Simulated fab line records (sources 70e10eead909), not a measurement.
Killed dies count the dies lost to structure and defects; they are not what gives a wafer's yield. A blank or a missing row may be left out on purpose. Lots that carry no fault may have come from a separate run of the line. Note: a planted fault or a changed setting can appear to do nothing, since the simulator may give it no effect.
8D (eight disciplines) problem report, filled in by code    flow nand-harc    the parts of the form that need people (team, actions taken, sign-off) are left out

== 1. WHAT WENT WRONG ==
spike-tc-top-C at NHARC_THIN_TSV_ANNEAL_58 reads a mean of 454.8 C on 6 wafers of 2 lots; wafers without a fault read 427.8 C with a standard deviation of 1.2. Measured from the usual mean, that is +23 standard deviations.
The step: time 1800 s.
The first sign was on wafer L461.2 at day 28 17:41, on furnace-05. At this step, 36 wafers from 12 lots have a number in the record. The rule behind "out" and "out of limits": a value lying over 4 standard deviations away from the usual mean. The other wafers with a number count as sound.

== 2. WHAT IT IS; WHAT IT IS NOT ==
question                     is                                                                                                            is not
which readings at this step  spike-tc-top-C, spike-tc-bottom-C, spike-tc-centre-C, spike-tc-lower-C, spike-tc-upper-C, zone-power-top-pct  -
which lots                   L461, L467                                                                                                    L452, L453, L455, L458, L460, L470, L471, L472, L473, L474
which wafers of those lots   all that have a number                                                                                        -
read on which tools          furnace-05                                                                                                    furnace-01, furnace-02
when                         from day 28 17:41                                                                                             up to then (15 sound wafers); but 15 sound wafers of L470, L471, L472, L473, L474 came after

== 3. SUSPECTS, AND WHAT RULES EACH OUT ==
Counting: a tool at any process step up to the reading remains a suspect when it ran all the lots that are out and ran no sound lot after the first of those.
- pecvd-02 at NHARC_THIN_TSV_DEP_43 (deposits SiO2, target thk 1328.5 nm): ruled out as a lasting fault. The sound lots L470, L472, L471 went through it after L461, its earliest lot that is out (day 28 05:52).
- furnace-05 at NHARC_THIN_TSV_ANNEAL_58 (time 1800 s): ruled out as a lasting fault. The sound lots L471, L472, L474 went through it after L461, its earliest lot that is out (day 28 17:41).
Left after counting: nothing in the record.

== 4. THE CAUSE (what the simulator had put in) ==
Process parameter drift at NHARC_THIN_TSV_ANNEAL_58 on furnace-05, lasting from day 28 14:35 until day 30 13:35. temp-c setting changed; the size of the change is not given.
Counting ruled it out, wrongly.

== 5. THE EFFECT CHAIN, in route order ==
Each row: a reading where the mean over the struck wafers with a number is more than 3 standard deviations away from the usual. Scope: only readings with a usual standard deviation given in the record; hours: median across lots of the time from each lot's start at the first step in this table that gives one to its start at this step; sigmas: change in usual standard deviations.
hours  step                      reading             usual    on struck wafers  change  sigmas
0      NHARC_THIN_TSV_ANNEAL_58  spike-tc-bottom-C   424.3 C  449.7             +25.4   +15
0      NHARC_THIN_TSV_ANNEAL_58  spike-tc-centre-C   399.8 C  425.4             +25.6   +18
0      NHARC_THIN_TSV_ANNEAL_58  spike-tc-lower-C    398.8 C  425.2             +26.4   +20
0      NHARC_THIN_TSV_ANNEAL_58  spike-tc-top-C      427.8 C  454.8             +27.0   +23
0      NHARC_THIN_TSV_ANNEAL_58  spike-tc-upper-C    399.7 C  429.2             +29.5   +13
0      NHARC_THIN_TSV_ANNEAL_58  zone-power-top-pct  10.45 %  11.30             +0.85   +6.1
It contains these process steps:
- NHARC_THIN_TSV_ANNEAL_58: time 1800 s.
Later measuring or inspecting steps at which every struck wafer that the step has a row for has a number for every such reading, and none has moved that far: NHARC_END_SORT_01.

== 6. HOW IT WOULD HAVE BEEN CAUGHT EARLIER ==
In this record no reading fell out of limits until day 28 17:41, 3 hours after the fault had begun at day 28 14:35.
